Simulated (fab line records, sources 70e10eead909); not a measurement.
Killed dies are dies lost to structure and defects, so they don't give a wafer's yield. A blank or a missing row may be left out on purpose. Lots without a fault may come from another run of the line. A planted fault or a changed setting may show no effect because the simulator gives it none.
Chamber matching | flow nand_harc | NHARC_A_M0_PRE_CLEAN_31 on pecvd-02: 3 sister chambers
The step time 12 s. 6 wafers are shown with their chamber, then 12 later ones without.

WAFERS WITH THEIR CHAMBER
wafer  | chamber | heater_power_w (W)
L083.1 | 2       | 605
L083.2 | 0       | 530
L083.3 | 1       | 716
L089.2 | 2       | 556
L089.4 | 0       | 578
L089.6 | 1       | 716

WAFERS WITHOUT THEIR CHAMBER
wafer  | heater_power_w (W)
L090.1 | 633
L090.4 | 628
L090.5 | 550
L093.1 | 556
L093.2 | 529
L093.4 | 569
L095.3 | 643
L095.4 | 649
L095.6 | 568
L096.1 | 537
L096.2 | 642
L096.6 | 664

WHICH CHAMBER EACH WENT THROUGH
wafer  | from the rows above          | in truth
L090.1 | can't be placed: 2 or 0 or 1 | 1
L090.4 | can't be placed: 2 or 0 or 1 | 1
L090.5 | can't be placed: 0 or 2      | 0
L093.1 | can't be placed: 0 or 2      | 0
L093.2 | can't be placed: 0 or 2      | 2
L093.4 | can't be placed: 2 or 0      | 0
L095.3 | can't be placed: 2 or 1 or 0 | 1
L095.4 | can't be placed: 1 or 2 or 0 | 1
L095.6 | can't be placed: 2 or 0      | 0
L096.1 | can't be placed: 0 or 2      | 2
L096.2 | can't be placed: 2 or 1 or 0 | 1
L096.6 | can't be placed: 1 or 2      | 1
Placed correctly: 0 of 12. Can't be placed from these rows: 12 (the true chamber is among the candidates in 12). Placed wrongly: 0.
How it was worked out, from the rows above alone: a wafer's distance from a chamber is the root of the sum, over the readings, of the square of ((its reading less the chamber's mean) divided by the reading's scatter). The wafer belongs to the nearest chamber; if the next one is less than 2 further off, it can't be placed. A chamber's mean is the mean of its shown wafers. The scatter: the root of (the sum of the squares of (reading less its chamber's mean) over the shown wafers, divided by (wafers less chambers)).
